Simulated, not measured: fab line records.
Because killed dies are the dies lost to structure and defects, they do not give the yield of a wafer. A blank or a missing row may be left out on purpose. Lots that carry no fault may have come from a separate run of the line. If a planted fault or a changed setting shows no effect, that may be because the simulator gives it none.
Matching of chambers + flow n5 finfet + N5_BEOL_M9_PECVD_70 on pecvd-01 has 3 sister chambers
The step deposits SiO2 from TEOS/O2, target thk 20 nm, time 22.7 s. 24 wafers are shown with their chamber, then 12 later ones without.

WAFERS, EACH WITH ITS CHAMBER
| wafer  | chamber | throttle valve pct (%) | showerhead plenum p Torr (Torr) | heater power w (W) |
|--------|---------|------------------------|---------------------------------|--------------------|
| L078.1 | 0       | 23.4                   | 8.71                            | 788                |
| L078.4 | 1       | 22.4                   | 8.73                            | 773                |
| L078.5 | 2       | 20.9                   | 8.82                            | 788                |
| L077.1 | 1       | 22.7                   | 8.75                            | 750                |
| L077.5 | 2       | 20.9                   | 8.86                            | 743                |
| L077.6 | 0       | 23.7                   | 8.70                            | 779                |
| L079.1 | 0       | 23.5                   | 8.70                            | 767                |
| L079.2 | 2       | 21.3                   | 8.84                            | 814                |
| L079.3 | 1       | 22.9                   | 8.77                            | 811                |
| L081.2 | 0       | 23.4                   | 8.72                            | 844                |
| L081.3 | 0       | 23.4                   | 8.69                            | 808                |
| L081.4 | 2       | 21.4                   | 8.83                            | 837                |
| L082.3 | 0       | 23.4                   | 8.68                            | 859                |
| L082.5 | 0       | 23.6                   | 8.69                            | 860                |
| L082.6 | 1       | 22.7                   | 8.76                            | 677                |
| L088.1 | 2       | 21.2                   | 8.83                            | 797                |
| L088.3 | 1       | 23.0                   | 8.74                            | 744                |
| L088.6 | 0       | 23.1                   | 8.69                            | 828                |
| L086.2 | 1       | 22.8                   | 8.73                            | 713                |
| L086.3 | 2       | 21.1                   | 8.85                            | 827                |
| L086.5 | 1       | 22.6                   | 8.74                            | 720                |
| L087.1 | 0       | 23.3                   | 8.71                            | 736                |
| L087.2 | 1       | 22.9                   | 8.74                            | 679                |
| L087.5 | 0       | 23.5                   | 8.72                            | 762                |

SIGNATURES (means of the wafers above)
| reading                  | chamber 0 | chamber 1 | chamber 2 | scatter within a chamber |
|--------------------------|-----------|-----------|-----------|--------------------------|
| throttle valve pct       | 23.430    | 22.750    | 21.133    | 0.184                    |
| showerhead plenum p Torr | 8.7010    | 8.7450    | 8.8383    | 0.0141                   |
| heater power w           | 803.10    | 733.38    | 801.00    | 42.2                     |
Rule: for a wafer and a chamber, the distance is found by dividing, reading by reading, the gap between the wafer's reading and the chamber's mean by the reading's scatter, squaring, summing and taking the root. If the next closest chamber is less than 2 further off than the closest, the wafer can't be placed; otherwise it belongs to the closest. The scatter: take each reading less its chamber's mean, square it, sum over the shown wafers, divide by the number of wafers less the number of chambers, and take the root.

WAFERS WHOSE CHAMBER IS MISSING
| wafer  | throttle valve pct (%) | showerhead plenum p Torr (Torr) | heater power w (W) |
|--------|------------------------|---------------------------------|--------------------|
| L092.3 | 21.2                   | 8.82                            | 814                |
| L092.4 | 21.3                   | 8.82                            | 818                |
| L092.5 | 23.4                   | 8.71                            | 793                |
| L091.2 | 21.6                   | 8.83                            | 748                |
| L091.4 | 23.4                   | 8.72                            | 895                |
| L091.6 | 22.8                   | 8.75                            | 649                |
| L095.2 | 23.3                   | 8.71                            | 861                |
| L095.3 | 21.4                   | 8.86                            | 822                |
| L095.6 | 21.6                   | 8.84                            | 832                |
| L097.1 | 22.8                   | 8.77                            | 774                |
| L097.2 | 21.4                   | 8.83                            | 838                |
| L097.4 | 23.0                   | 8.73                            | 778                |

CHAMBER TAKEN BY EACH
| wafer  | from the rows above     | in truth |
|--------|-------------------------|----------|
| L092.3 | 2                       | 2        |
| L092.4 | 2                       | 2        |
| L092.5 | 0                       | 0        |
| L091.2 | 2                       | 2        |
| L091.4 | 0                       | 0        |
| L091.6 | 1                       | 1        |
| L095.2 | 0                       | 0        |
| L095.3 | 2                       | 2        |
| L095.6 | 2                       | 2        |
| L097.1 | 1                       | 1        |
| L097.2 | 2                       | 2        |
| L097.4 | can't be placed: 1 or 0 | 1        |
Placed correctly: 11 of 12. From these rows, 1 cannot be placed; in 1 the true chamber is one of the candidates. Placed wrongly: 0.
